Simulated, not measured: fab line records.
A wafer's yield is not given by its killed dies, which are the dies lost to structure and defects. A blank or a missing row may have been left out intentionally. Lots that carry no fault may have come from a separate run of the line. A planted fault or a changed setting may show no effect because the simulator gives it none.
fab line records || flow nand_harc
record {"lots": 6, "wafers": 18, "last_day": 32}
route steps=1302 shown P_ZERO_WELL@52 END@1302
lots that met no fault: from a run of the same line without faults
start_h: hours from the record's opening day to when the first of the lot's shown wafers began || wait_h: time in hours since the lot's previous step || " identical to the entry in the row above || L1.1+2: several wafers, shown together as one row || - no value, or no start given || * or withheld: withheld || < > ~ a bound
route shown NAME@n: NAME is a module with steps in the file, n the number in the route of the first one || usual: mean/standard deviation taken from wafers without a fault || same: alike in all rows || chamber/n: place in a boat || sites: readings site by site || _std_site: their standard deviation || _edge_site: the outer-site mean with the inner-site mean subtracted || radius_mm: how far each site lies from the wafer's centre || mask NAME#n: copy n || behind: the tool/chamber that last shaped the wafer || hold: cause of the lot's hold/its duration in hours/its outcome || device: the transistor (n, p or np) that didn't switch || end of line: at the end of the route, the tests of the same wafers || a step given without rows: its recipe and nothing more || killed: dies that structure and defects cost at the first sort, which is not the same as the wafer's yield || map: shows each die of a wafer: x if killed, . if not, _ if none is there
set.NAME: the setting the step ran with; set.NAME@STEP: the setting that earlier step ran with || model.NAME: the simulator's own value behind a step, which no gauge read
a table for each step, a row for each wafer; lots at some steps of the route
services: a tool's chamber out of use, with start hour (start_h, from the record's first day; less than 0 if before it), hours out, and reason
## steps
# step NHARC_P_ZERO_WELL_HMDS_45
# recipe {"time_s": 30}
# step NHARC_P_ZERO_WELL_COAT_46
# recipe {"spin_rpm": "withheld"}
# step NHARC_P_ZERO_WELL_SOFTBAKE_47
# recipe {"temp_c": 122, "time_s": 95}
# step NHARC_P_ZERO_WELL_EBR_48
# step NHARC_P_ZERO_WELL_EXPOSE_49
# recipe {"na": 0.6, "target_cd_nm": 2000, "dose_mj": 22.64, "mask_id": "P_HVPW"}
# step NHARC_P_ZERO_WELL_PEB_50
# recipe {"peb_temp_c": 118, "peb_time_s": 85}
# step NHARC_P_ZERO_WELL_DEVELOP_51
# recipe {"time_s": 70}
# step NHARC_P_ZERO_WELL_CD_MEAS_52
# recipe {"target_cd_nm": 2000, "landing_energy_ev": 500}
# usual {"cd_nm": "2000.0/1.6"}
{"lot.wafer": "L819.1", "tool": "cd_sem-01", "chamber": 0, "start_h": 65.85, "wait_h": "-", "cd_nm": 2002.6}
{"lot.wafer": "L819.2", "tool": "cd_sem-01", "chamber": 0, "start_h": 65.85, "wait_h": "-", "cd_nm": 2001.2}
{"lot.wafer": "L819.6", "tool": "cd_sem-01", "chamber": 0, "start_h": 65.85, "wait_h": "-", "cd_nm": 2000.5}
{"lot.wafer": "L823.1", "tool": "cd_sem-02", "chamber": 0, "start_h": 105.62, "wait_h": "-", "cd_nm": 2001.5}
{"lot.wafer": "L823.5", "tool": "cd_sem-02", "chamber": 0, "start_h": 105.62, "wait_h": "-", "cd_nm": 2001.2}
{"lot.wafer": "L823.6", "tool": "cd_sem-02", "chamber": 0, "start_h": 105.62, "wait_h": "-", "cd_nm": 2002.8}
{"lot.wafer": "L824.4", "tool": "cd_sem-02", "chamber": 0, "start_h": 115.76, "wait_h": "-", "cd_nm": 1998.7}
{"lot.wafer": "L824.5", "tool": "cd_sem-02", "chamber": 0, "start_h": 115.76, "wait_h": "-", "cd_nm": 2000.7}
{"lot.wafer": "L824.6", "tool": "cd_sem-02", "chamber": 0, "start_h": 115.76, "wait_h": "-", "cd_nm": 1999.3}
{"lot.wafer": "L826.2", "tool": "cd_sem-02", "chamber": 0, "start_h": 135.90, "wait_h": "-", "cd_nm": 1997.8}
{"lot.wafer": "L826.5", "tool": "cd_sem-02", "chamber": 0, "start_h": 135.90, "wait_h": "-", "cd_nm": 2000.7}
{"lot.wafer": "L826.6", "tool": "cd_sem-02", "chamber": 0, "start_h": 135.90, "wait_h": "-", "cd_nm": 1998.5}
{"lot.wafer": "L830.1", "tool": "cd_sem-02", "chamber": 0, "start_h": 176.25, "wait_h": "-", "cd_nm": 2001.3}
{"lot.wafer": "L830.3", "tool": "cd_sem-02", "chamber": 0, "start_h": 176.25, "wait_h": "-", "cd_nm": 2000.6}
{"lot.wafer": "L830.4", "tool": "cd_sem-02", "chamber": 0, "start_h": 176.25, "wait_h": "-", "cd_nm": 1999.0}
{"lot.wafer": "L833.1", "tool": "cd_sem-03", "chamber": 0, "start_h": 205.68, "wait_h": "-", "cd_nm": 1998.3}
{"lot.wafer": "L833.5", "tool": "cd_sem-03", "chamber": 0, "start_h": 205.68, "wait_h": "-", "cd_nm": 1998.7}
{"lot.wafer": "L833.6", "tool": "cd_sem-03", "chamber": 0, "start_h": 205.68, "wait_h": "-", "cd_nm": 1998.1}
# step NHARC_P_ZERO_WELL_HARDBAKE_53
# recipe {"temp_c": 125, "time_s": 80}
# step NHARC_P_ZERO_WELL_DESCUM_54
# recipe {"time_s": 3, "o2_flow_sccm": 200, "ar_flow_sccm": 0, "bias_power_w": 0, "chemistry": "O2"}
# usual {"drypump_motor_current_A": "5.5/0.43", "mfc_ar_sccm": "0.016/0.012", "oes_product_au": "1.003/0.0087", "rf_vpp_V": "57.6/0.93", "showerhead_plenum_p_Torr": "1.89/0.07", "throttle_valve_pct": "11.312/0.0087"}
{"lot.wafer": "L819.1", "tool": "rie_diel-13", "chamber": 3, "start_h": 66.02, "wait_h": "-", "drypump_motor_current_A": 5.4, "mfc_ar_sccm": 0.025, "oes_product_au": 1.000, "rf_hours_counter_h": 17, "rf_vpp_V": 57.3, "showerhead_plenum_p_Torr": 1.81, "throttle_valve_pct": 11.316}
{"lot.wafer": "L819.2", "tool": "rie_diel-13", "chamber": 0, "start_h": 66.02, "wait_h": "-", "drypump_motor_current_A": 6.0, "mfc_ar_sccm": 0.005, "oes_product_au": 0.991, "rf_hours_counter_h": 19, "rf_vpp_V": 57.6, "showerhead_plenum_p_Torr": 1.88, "throttle_valve_pct": 11.301}
{"lot.wafer": "L819.6", "tool": "rie_diel-13", "chamber": 2, "start_h": 66.02, "wait_h": "-", "drypump_motor_current_A": 5.3, "mfc_ar_sccm": 0.022, "oes_product_au": 0.985, "rf_hours_counter_h": "-", "rf_vpp_V": 59.4, "showerhead_plenum_p_Torr": 1.85, "throttle_valve_pct": 11.323}
{"lot.wafer": "L823.1", "tool": "rie_diel-13", "chamber": 2, "start_h": 105.80, "wait_h": "-", "drypump_motor_current_A": 5.3, "mfc_ar_sccm": 0.022, "oes_product_au": 1.006, "rf_hours_counter_h": 37, "rf_vpp_V": 58.4, "showerhead_plenum_p_Torr": 1.85, "throttle_valve_pct": 11.311}
{"lot.wafer": "L823.6", "tool": "rie_diel-13", "chamber": 0, "start_h": 105.80, "wait_h": "-", "drypump_motor_current_A": 6.0, "mfc_ar_sccm": 0.005, "oes_product_au": 1.013, "rf_hours_counter_h": "-", "rf_vpp_V": 58.7, "showerhead_plenum_p_Torr": 1.87, "throttle_valve_pct": 11.318}
{"lot.wafer": "L823.5", "tool": "rie_diel-13", "chamber": 1, "start_h": 105.80, "wait_h": "-", "drypump_motor_current_A": 5.9, "mfc_ar_sccm": 0.016, "oes_product_au": 1.007, "rf_hours_counter_h": "-", "rf_vpp_V": 58.7, "showerhead_plenum_p_Torr": 1.98, "throttle_valve_pct": 11.309}
{"lot.wafer": "L824.4", "tool": "rie_diel-13", "chamber": 3, "start_h": 115.92, "wait_h": "-", "drypump_motor_current_A": 5.4, "mfc_ar_sccm": 0.025, "oes_product_au": 1.013, "rf_hours_counter_h": 37, "rf_vpp_V": 56.4, "showerhead_plenum_p_Torr": 1.81, "throttle_valve_pct": 11.315}
{"lot.wafer": "L824.6", "tool": "rie_diel-13", "chamber": 2, "start_h": 115.92, "wait_h": "-", "drypump_motor_current_A": 5.3, "mfc_ar_sccm": 0.022, "oes_product_au": 1.013, "rf_hours_counter_h": "-", "rf_vpp_V": 56.0, "showerhead_plenum_p_Torr": 1.85, "throttle_valve_pct": 11.305}
{"lot.wafer": "L824.5", "tool": "rie_diel-13", "chamber": 3, "start_h": 115.92, "wait_h": "-", "drypump_motor_current_A": 5.4, "mfc_ar_sccm": 0.025, "oes_product_au": 1.001, "rf_hours_counter_h": "-", "rf_vpp_V": 58.3, "showerhead_plenum_p_Torr": 1.81, "throttle_valve_pct": 11.294}
{"lot.wafer": "L826.2", "tool": "rie_diel-10", "chamber": 1, "start_h": 136.09, "wait_h": "-", "drypump_motor_current_A": 5.7, "mfc_ar_sccm": 0.033, "oes_product_au": 1.000, "rf_hours_counter_h": 19, "rf_vpp_V": 57.3, "showerhead_plenum_p_Torr": 1.94, "throttle_valve_pct": 11.327}
{"lot.wafer": "L826.5", "tool": "rie_diel-10", "chamber": 3, "start_h": 136.09, "wait_h": "-", "drypump_motor_current_A": 5.5, "mfc_ar_sccm": 0, "oes_product_au": 1.004, "rf_hours_counter_h": "-", "rf_vpp_V": 55.9, "showerhead_plenum_p_Torr": 1.83, "throttle_valve_pct": 11.321}
{"lot.wafer": "L826.6", "tool": "rie_diel-10", "chamber": 0, "start_h": 136.09, "wait_h": "-", "drypump_motor_current_A": 5.7, "mfc_ar_sccm": 0.005, "oes_product_au": 1.016, "rf_hours_counter_h": "-", "rf_vpp_V": 58.2, "showerhead_plenum_p_Torr": 1.86, "throttle_valve_pct": 11.289}
{"lot.wafer": "L830.4", "tool": "rie_diel-13", "chamber": 2, "start_h": 176.41, "wait_h": "-", "drypump_motor_current_A": 5.3, "mfc_ar_sccm": 0.022, "oes_product_au": 0.998, "rf_hours_counter_h": 0, "rf_vpp_V": 58.2, "showerhead_plenum_p_Torr": 1.84, "throttle_valve_pct": 11.304}
{"lot.wafer": "L830.3", "tool": "rie_diel-13", "chamber": 0, "start_h": 176.41, "wait_h": "-", "drypump_motor_current_A": 6.1, "mfc_ar_sccm": 0.005, "oes_product_au": 1.006, "rf_hours_counter_h": 0, "rf_vpp_V": 57.6, "showerhead_plenum_p_Torr": 1.87, "throttle_valve_pct": 11.301}
{"lot.wafer": "L830.1", "tool": "rie_diel-13", "chamber": 1, "start_h": 176.41, "wait_h": "-", "drypump_motor_current_A": 5.9, "mfc_ar_sccm": 0.016, "oes_product_au": 1.009, "rf_hours_counter_h": 0, "rf_vpp_V": 56.2, "showerhead_plenum_p_Torr": 1.98, "throttle_valve_pct": 11.330}
{"lot.wafer": "L833.1", "tool": "rie_diel-10", "chamber": 2, "start_h": 205.87, "wait_h": "-", "drypump_motor_current_A": 5.1, "mfc_ar_sccm": 0.014, "oes_product_au": 0.989, "rf_hours_counter_h": 39, "rf_vpp_V": 56.8, "showerhead_plenum_p_Torr": 1.89, "throttle_valve_pct": 11.323}
{"lot.wafer": "L833.5", "tool": "rie_diel-10", "chamber": 0, "start_h": 205.87, "wait_h": "-", "drypump_motor_current_A": 5.7, "mfc_ar_sccm": 0.005, "oes_product_au": 1.018, "rf_hours_counter_h": "-", "rf_vpp_V": 56.9, "showerhead_plenum_p_Torr": 1.85, "throttle_valve_pct": 11.300}
{"lot.wafer": "L833.6", "tool": "rie_diel-10", "chamber": 2, "start_h": 205.87, "wait_h": "-", "drypump_motor_current_A": 5.2, "mfc_ar_sccm": 0.014, "oes_product_au": 0.991, "rf_hours_counter_h": "-", "rf_vpp_V": 56.5, "showerhead_plenum_p_Torr": 1.89, "throttle_valve_pct": 11.312}
# step NHARC_P_ZERO_WELL_IMPLANT_55
# recipe {"energy_kev": 180, "dose_cm2": 8e+11, "tilt_deg": 7}
# step NHARC_P_ZERO_WELL_IMPLANT_61
# recipe {"energy_kev": 30, "dose_cm2": 5e+11, "tilt_deg": 7}
# step NHARC_P_ZERO_WELL_STRIP_56
# recipe {"time_s": 840, "temp_c": 130, "chemistry": "SPM"}
# usual {"bath_guard_temp_C": "129.9/0.58", "bath_heat_duty_pct": "14.9/1.7"}
{"lot.wafer": "L819.2", "tool": "wet_bench-09", "chamber": 2, "start_h": 66.55, "wait_h": 0.2, "bath_guard_temp_C": 128.7, "bath_heat_duty_pct": 17.3}
{"lot.wafer": "L819.1", "tool": "wet_bench-09", "chamber": 3, "start_h": 66.55, "wait_h": 0.2, "bath_guard_temp_C": 129.7, "bath_heat_duty_pct": 15.2}
{"lot.wafer": "L819.6", "tool": "wet_bench-09", "chamber": 4, "start_h": 66.55, "wait_h": 0.2, "bath_guard_temp_C": 130.1, "bath_heat_duty_pct": 13.9}
{"lot.wafer": "L823.1", "tool": "wet_bench-09", "chamber": 4, "start_h": 106.33, "wait_h": 0.2, "bath_guard_temp_C": "-", "bath_heat_duty_pct": "-"}
{"lot.wafer": "L823.6", "tool": "wet_bench-09", "chamber": 5, "start_h": 106.33, "wait_h": 0.2, "bath_guard_temp_C": "-", "bath_heat_duty_pct": "-"}
{"lot.wafer": "L823.5", "tool": "wet_bench-09", "chamber": 0, "start_h": 106.33, "wait_h": 0.2, "bath_guard_temp_C": "-", "bath_heat_duty_pct": "-"}
{"lot.wafer": "L824.5", "tool": "wet_bench-09", "chamber": 1, "start_h": 116.46, "wait_h": 0.1, "bath_guard_temp_C": "-", "bath_heat_duty_pct": "-"}
{"lot.wafer": "L824.4", "tool": "wet_bench-09", "chamber": 2, "start_h": 116.46, "wait_h": 0.1, "bath_guard_temp_C": "-", "bath_heat_duty_pct": "-"}
{"lot.wafer": "L824.6", "tool": "wet_bench-09", "chamber": 4, "start_h": 116.46, "wait_h": 0.1, "bath_guard_temp_C": "-", "bath_heat_duty_pct": "-"}
{"lot.wafer": "L826.6", "tool": "wet_bench-05", "chamber": 6, "start_h": 136.60, "wait_h": 0.0, "bath_guard_temp_C": 130.4, "bath_heat_duty_pct": 15.3}
{"lot.wafer": "L826.2", "tool": "wet_bench-05", "chamber": 1, "start_h": 136.60, "wait_h": 0.0, "bath_guard_temp_C": 130.1, "bath_heat_duty_pct": 13.2}
{"lot.wafer": "L826.5", "tool": "wet_bench-05", "chamber": 3, "start_h": 136.60, "wait_h": 0.0, "bath_guard_temp_C": 130.1, "bath_heat_duty_pct": 15.8}
{"lot.wafer": "L830.1", "tool": "wet_bench-07", "chamber": 1, "start_h": 176.95, "wait_h": 0.2, "bath_guard_temp_C": 129.6, "bath_heat_duty_pct": 17.6}
{"lot.wafer": "L830.3", "tool": "wet_bench-07", "chamber": 3, "start_h": 176.95, "wait_h": 0.2, "bath_guard_temp_C": 129.9, "bath_heat_duty_pct": 18.6}
{"lot.wafer": "L830.4", "tool": "wet_bench-07", "chamber": 6, "start_h": 176.95, "wait_h": 0.2, "bath_guard_temp_C": 130.1, "bath_heat_duty_pct": 17.3}
{"lot.wafer": "L833.1", "tool": "wet_bench-09", "chamber": 7, "start_h": 206.40, "wait_h": 0.2, "bath_guard_temp_C": 129.5, "bath_heat_duty_pct": 12.1}
{"lot.wafer": "L833.5", "tool": "wet_bench-09", "chamber": 0, "start_h": 206.40, "wait_h": 0.2, "bath_guard_temp_C": 129.8, "bath_heat_duty_pct": 11.5}
{"lot.wafer": "L833.6", "tool": "wet_bench-09", "chamber": 3, "start_h": 206.40, "wait_h": 0.2, "bath_guard_temp_C": 130.1, "bath_heat_duty_pct": 14.9}
# step NHARC_P_ZERO_WELL_PRECLEAN_68
# recipe {"time_s": 60, "temp_c": 50, "bath_age_min": 0, "chemistry": "SC1"}
# step NHARC_END_SORT_01
# recipe {"temp_c": 25}
# usual {"killed_at_array": "46/16", "killed_at_other": "0.9/1.3", "killed_at_periphery": "4.1/3", "killed_dies": "51/17", "killed_open": "3.5/1.8", "killed_short": "2.5/1.8"}
# same {"gross_dies": 677}
{"lot.wafer": "L823.1", "tool": "prober-02", "chamber": 0, "start_h": 658.73, "wait_h": 2.5, "killed_at_array": 52, "killed_at_other": 0, "killed_at_periphery": 625, "killed_dies": 677, "killed_open": 1, "killed_short": 3}
{"lot.wafer": "L823.5", "tool": "prober-02", "chamber": 0, "start_h": 661.94, "wait_h": 3.7, "killed_at_array": 52, "killed_at_other": 1, "killed_at_periphery": 624, "killed_dies": 677, "killed_open": 4, "killed_short": 5}
{"lot.wafer": "L823.6", "tool": "prober-02", "chamber": 0, "start_h": 662.75, "wait_h": 4.0, "killed_at_array": 45, "killed_at_other": 0, "killed_at_periphery": 632, "killed_dies": 677, "killed_open": 4, "killed_short": 3}
{"lot.wafer": "L824.4", "tool": "prober-01", "chamber": 0, "start_h": 661.16, "wait_h": 3.5, "killed_at_array": 88, "killed_at_other": 1, "killed_at_periphery": 588, "killed_dies": 677, "killed_open": 7, "killed_short": 3}
{"lot.wafer": "L824.5", "tool": "prober-01", "chamber": 0, "start_h": 661.98, "wait_h": 3.8, "killed_at_array": 70, "killed_at_other": 0, "killed_at_periphery": 607, "killed_dies": 677, "killed_open": 1, "killed_short": 3}
{"lot.wafer": "L824.6", "tool": "prober-01", "chamber": 0, "start_h": 662.80, "wait_h": 4.1, "killed_at_array": 81, "killed_at_other": 0, "killed_at_periphery": 596, "killed_dies": 677, "killed_open": 5, "killed_short": 2}
# killed by level:class
L823.1 P_ZERO_WELL:area_strip=616 A_CHANNEL_HOLE_D1:chamber_film_flake=21 A_CHANNEL_HOLE_D2:chamber_film_flake=15 P_M2:chamber_film_flake=7 A_CONTACT:chamber_film_flake=6 A_CHANNEL_FILL_D2:chamber_film_flake=2 A_SLIT:chamber_film_flake=2 A_WL_FILL:chamber_film_flake=2
L824.4 P_ZERO_WELL:area_strip=581 A_CHANNEL_HOLE_D1:chamber_film_flake=37 A_SLIT:chamber_film_flake=36 P_GATE:chamber_film_flake=4 A_CHANNEL_HOLE_D2:chamber_film_flake=4 A_CONTACT:chamber_film_flake=2 P_CONTACT:geometric_particle:open=1 P_M0:geometric_particle:open=1
L823.5 P_ZERO_WELL:area_strip=614 A_CHANNEL_HOLE_D1:chamber_film_flake=29 A_CHANNEL_HOLE_D2:chamber_film_flake=13 P_GATE:chamber_film_flake=3 P_M2:chamber_film_flake=3 A_SGD_CUT:geometric_particle:short=2 A_M0:geometric_particle:open=2 P_STI:chamber_film_flake=2
L824.5 P_ZERO_WELL:area_strip=605 A_SLIT:chamber_film_flake=29 A_CHANNEL_HOLE_D1:chamber_film_flake=18 A_CHANNEL_HOLE_D2:chamber_film_flake=12 A_CONTACT:chamber_film_flake=6 P_GATE:geometric_particle:open=1 A_ONON_D1:geometric_particle:short=1 A_CHANNEL_FILL_D2:geometric_particle:short=1
L823.6 P_ZERO_WELL:area_strip=626 A_CHANNEL_HOLE_D1:chamber_film_flake=20 A_CHANNEL_HOLE_D2:chamber_film_flake=8 P_GATE:chamber_film_flake=3 A_CHANNEL_HOLE_D1:geometric_particle:open=2 P_M2:chamber_film_flake=2 A_CHANNEL_FILL_D1:chamber_film_flake=2 A_CHANNEL_FILL_D2:chamber_film_flake=2
L824.6 P_ZERO_WELL:area_strip=594 A_CHANNEL_HOLE_D1:chamber_film_flake=33 A_SLIT:chamber_film_flake=21 A_CHANNEL_HOLE_D2:chamber_film_flake=16 A_CONTACT:chamber_film_flake=3 A_M0:geometric_particle:open=2 A_ONON_D1:geometric_particle:short=1 A_CHANNEL_FILL_D2:geometric_particle:short=1
# map L823.1 (x killed, . not)
____________x____________
_________xxxxxxx_________
_______xxxxxxxxxxx_______
______xxxxxxxxxxxxx______
_____xxxxxxxxxxxxxxx_____
____xxxxxxxxxxxxxxxxx____
____xxxxxxxxxxxxxxxxx____
___xxxxxxxxxxxxxxxxxxx___
___xxxxxxxxxxxxxxxxxxx___
__xxxxxxxxxxxxxxxxxxxxx__
__xxxxxxxxxxxxxxxxxxxxx__
_xxxxxxxxxxxxxxxxxxxxxxx_
_xxxxxxxxxxxxxxxxxxxxxxx_
_xxxxxxxxxxxxxxxxxxxxxxx_
_xxxxxxxxxxxxxxxxxxxxxxx_
_xxxxxxxxxxxxxxxxxxxxxxx_
xxxxxxxxxxxxxxxxxxxxxxxxx
xxxxxxxxxxxxxxxxxxxxxxxxx
xxxxxxxxxxxxxxxxxxxxxxxxx
xxxxxxxxxxxxxxxxxxxxxxxxx
xxxxxxxxxxxxxxxxxxxxxxxxx
_xxxxxxxxxxxxxxxxxxxxxxx_
_xxxxxxxxxxxxxxxxxxxxxxx_
_xxxxxxxxxxxxxxxxxxxxxxx_
_xxxxxxxxxxxxxxxxxxxxxxx_
_xxxxxxxxxxxxxxxxxxxxxxx_
__xxxxxxxxxxxxxxxxxxxxx__
__xxxxxxxxxxxxxxxxxxxxx__
___xxxxxxxxxxxxxxxxxxx___
___xxxxxxxxxxxxxxxxxxx___
____xxxxxxxxxxxxxxxxx____
____xxxxxxxxxxxxxxxxx____
_____xxxxxxxxxxxxxxx_____
______xxxxxxxxxxxxx______
_______xxxxxxxxxxx_______
_________xxxxxxx_________
____________x____________
# map L824.4 (x killed, . not)
____________x____________
_________xxxxxxx_________
_______xxxxxxxxxxx_______
______xxxxxxxxxxxxx______
_____xxxxxxxxxxxxxxx_____
____xxxxxxxxxxxxxxxxx____
____xxxxxxxxxxxxxxxxx____
___xxxxxxxxxxxxxxxxxxx___
___xxxxxxxxxxxxxxxxxxx___
__xxxxxxxxxxxxxxxxxxxxx__
__xxxxxxxxxxxxxxxxxxxxx__
_xxxxxxxxxxxxxxxxxxxxxxx_
_xxxxxxxxxxxxxxxxxxxxxxx_
_xxxxxxxxxxxxxxxxxxxxxxx_
_xxxxxxxxxxxxxxxxxxxxxxx_
_xxxxxxxxxxxxxxxxxxxxxxx_
xxxxxxxxxxxxxxxxxxxxxxxxx
xxxxxxxxxxxxxxxxxxxxxxxxx
xxxxxxxxxxxxxxxxxxxxxxxxx
xxxxxxxxxxxxxxxxxxxxxxxxx
xxxxxxxxxxxxxxxxxxxxxxxxx
_xxxxxxxxxxxxxxxxxxxxxxx_
_xxxxxxxxxxxxxxxxxxxxxxx_
_xxxxxxxxxxxxxxxxxxxxxxx_
_xxxxxxxxxxxxxxxxxxxxxxx_
_xxxxxxxxxxxxxxxxxxxxxxx_
__xxxxxxxxxxxxxxxxxxxxx__
__xxxxxxxxxxxxxxxxxxxxx__
___xxxxxxxxxxxxxxxxxxx___
___xxxxxxxxxxxxxxxxxxx___
____xxxxxxxxxxxxxxxxx____
____xxxxxxxxxxxxxxxxx____
_____xxxxxxxxxxxxxxx_____
______xxxxxxxxxxxxx______
_______xxxxxxxxxxx_______
_________xxxxxxx_________
____________x____________
## services
{"tool": "rie_diel-13", "chamber": 0, "start_h": 48.24, "hours": "-", "kind": "clean"}
{"tool": "rie_diel-13", "chamber": 1, "start_h": 48.24, "hours": "-", "kind": "clean"}
{"tool": "rie_diel-13", "chamber": 2, "start_h": 48.24, "hours": "-", "kind": "clean"}
{"tool": "rie_diel-13", "chamber": 3, "start_h": 48.24, "hours": "-", "kind": "clean"}
{"tool": "rie_diel-10", "chamber": "-", "start_h": 66.00, "hours": 9.0, "kind": "pm"}
{"tool": "rie_diel-13", "chamber": 0, "start_h": 72.77, "hours": "-", "kind": "clean"}
{"tool": "rie_diel-13", "chamber": 1, "start_h": 72.77, "hours": "-", "kind": "clean"}
{"tool": "rie_diel-13", "chamber": 2, "start_h": 72.77, "hours": "-", "kind": "clean"}
{"tool": "rie_diel-13", "chamber": 3, "start_h": 72.77, "hours": "-", "kind": "clean"}
{"tool": "wet_bench-05", "chamber": "-", "start_h": 84.80, "hours": 8.0, "kind": "pm"}
{"tool": "wet_bench-09", "chamber": "-", "start_h": 96.93, "hours": 1.5, "kind": "repair"}
{"tool": "rie_diel-13", "chamber": 0, "start_h": 97.49, "hours": "-", "kind": "clean"}
{"tool": "rie_diel-13", "chamber": 1, "start_h": 97.49, "hours": "-", "kind": "clean"}
{"tool": "rie_diel-13", "chamber": 2, "start_h": 97.49, "hours": "-", "kind": "clean"}
{"tool": "rie_diel-13", "chamber": 3, "start_h": 97.49, "hours": "-", "kind": "clean"}
{"tool": "rie_diel-13", "chamber": 3, "start_h": 120.59, "hours": 3.0, "kind": "repair"}
{"tool": "rie_diel-13", "chamber": 0, "start_h": 122.10, "hours": "-", "kind": "clean"}
{"tool": "rie_diel-13", "chamber": 1, "start_h": 122.10, "hours": "-", "kind": "clean"}
{"tool": "rie_diel-13", "chamber": 2, "start_h": 122.10, "hours": "-", "kind": "clean"}
{"tool": "wet_bench-07", "chamber": "-", "start_h": 160.00, "hours": 8.0, "kind": "pm"}
{"tool": "rie_diel-13", "chamber": "-", "start_h": 167.23, "hours": 9.0, "kind": "pm"}
{"tool": "wet_bench-09", "chamber": "-", "start_h": 176.80, "hours": 8.0, "kind": "pm"}
{"tool": "rie_diel-13", "chamber": "-", "start_h": 186.67, "hours": 0.6, "kind": "repair"}
{"tool": "rie_diel-10", "chamber": 1, "start_h": 191.63, "hours": 15.1, "kind": "repair"}
## key
first_sign {"step": "NHARC_P_ZERO_WELL_STRIP_56", "reading": "tool_record", "direction": "missing"}
effect {"step": "NHARC_END_SORT_01", "reading": "killed_at_periphery", "direction": "up", "sigmas": "99+", "usual": 4.1, "struck": 612}
more_kills_born_at {"NHARC_P_ZERO_WELL_STRIP_56@wet_bench-09": 3636}
met_at NHARC_P_ZERO_WELL_STRIP_56
struck_wafers L823.1,L823.5,L823.6,L824.4,L824.5,L824.6
later_rows_left_out L823.1,L823.5,L823.6,L824.4,L824.5,L824.6
tester_left_out L823,L824
onset_between 66.55 106.33
fault {"kind": "skipped_step_whole", "tool": "wet_bench-09", "chamber": "-", "onset_h": 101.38, "steps": "NHARC_P_ZERO_WELL_STRIP_56", "scope": "struck_lots_only"}
# tester_left_out: of these lots the tester's yield and bins aren't shown, on N5 and GAA mostly nor the transistor test; their killed dies are dies lost to structure and defects alone, not to doping, threshold or leakage, so they don't give the yield
# later_rows_left_out: the simulator's readings of these wafers behind a module that went badly wrong aren't trusted and aren't shown, but for the sort
